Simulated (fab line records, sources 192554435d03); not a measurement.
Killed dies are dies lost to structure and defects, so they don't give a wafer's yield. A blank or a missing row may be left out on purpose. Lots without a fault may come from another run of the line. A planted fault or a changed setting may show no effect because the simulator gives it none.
Chamber matching | flow n5_finfet | N5_BEOL_M13_DESCUM_15 on rie_diel-03: 4 sister chambers
The step chemistry O2, time 7.9 s. 14 wafers are shown with their chamber, then 7 later ones without.

WAFERS WITH THEIR CHAMBER
wafer  | chamber | drypump_motor_current_A (A) | throttle_valve_pct (%) | showerhead_plenum_p_Torr (Torr)
L139.1 | 1       | 4.7                         | 20.47                  | 2.03
L139.4 | 2       | 5.2                         | 20.67                  | 2.07
L139.5 | 2       | 5.2                         | 20.67                  | 2.07
L145.2 | 2       | 5.2                         | 20.67                  | 2.07
L145.3 | 0       | 6.6                         | 20.11                  | 2.04
L145.6 | 0       | 6.6                         | 20.10                  | 2.04
L147.2 | 3       | 6.4                         | 19.84                  | 2.01
L147.3 | 2       | 5.2                         | 20.68                  | 2.07
L147.5 | 1       | 4.7                         | 20.47                  | 2.03
L150.2 | 2       | 5.2                         | 20.68                  | 2.07
L150.3 | 0       | 6.5                         | 20.11                  | 2.03
L150.6 | 1       | 4.7                         | 20.46                  | 2.03
L156.1 | 2       | 5.2                         | 20.71                  | 2.06
L156.2 | 3       | 6.4                         | 19.86                  | 2.01

SIGNATURES (means of the wafers above)
reading                  | chamber 0 | chamber 1 | chamber 2 | chamber 3 | scatter within a chamber
drypump_motor_current_A  | 6.567     | 4.700     | 5.200     | 6.400     | 0.0258
throttle_valve_pct       | 20.1067   | 20.4667   | 20.6800   | 19.8500   | 0.0124
showerhead_plenum_p_Torr | 2.0367    | 2.0300    | 2.0683    | 2.0100    | 0.00387
Rule: a wafer's distance from a chamber is the root of the sum, over the readings, of the square of ((its reading less the chamber's mean) divided by the reading's scatter). The wafer belongs to the nearest chamber; if the next one is less than 2 further off, it can't be placed. The scatter: the root of (the sum of the squares of (reading less its chamber's mean) over the shown wafers, divided by (wafers less chambers)).

WAFERS WITHOUT THEIR CHAMBER
wafer  | drypump_motor_current_A (A) | throttle_valve_pct (%) | showerhead_plenum_p_Torr (Torr)
L156.3 | 4.7                         | 20.49                  | 2.02
L155.2 | 6.4                         | 19.84                  | 2.01
L155.4 | 4.7                         | 20.47                  | 2.02
L155.6 | 6.6                         | 20.13                  | 2.03
L161.3 | 6.6                         | 20.16                  | 2.03
L161.4 | 6.5                         | 19.87                  | 2.00
L161.5 | 6.6                         | 20.16                  | 2.03

WHICH CHAMBER EACH WENT THROUGH
wafer  | from the rows above | in truth
L156.3 | 1                   | 1
L155.2 | 3                   | 3
L155.4 | 1                   | 1
L155.6 | 0                   | 0
L161.3 | 0                   | 0
L161.4 | 3                   | 3
L161.5 | 0                   | 0
Placed correctly: 7 of 7. Can't be placed from these rows: 0. Placed wrongly: 0.
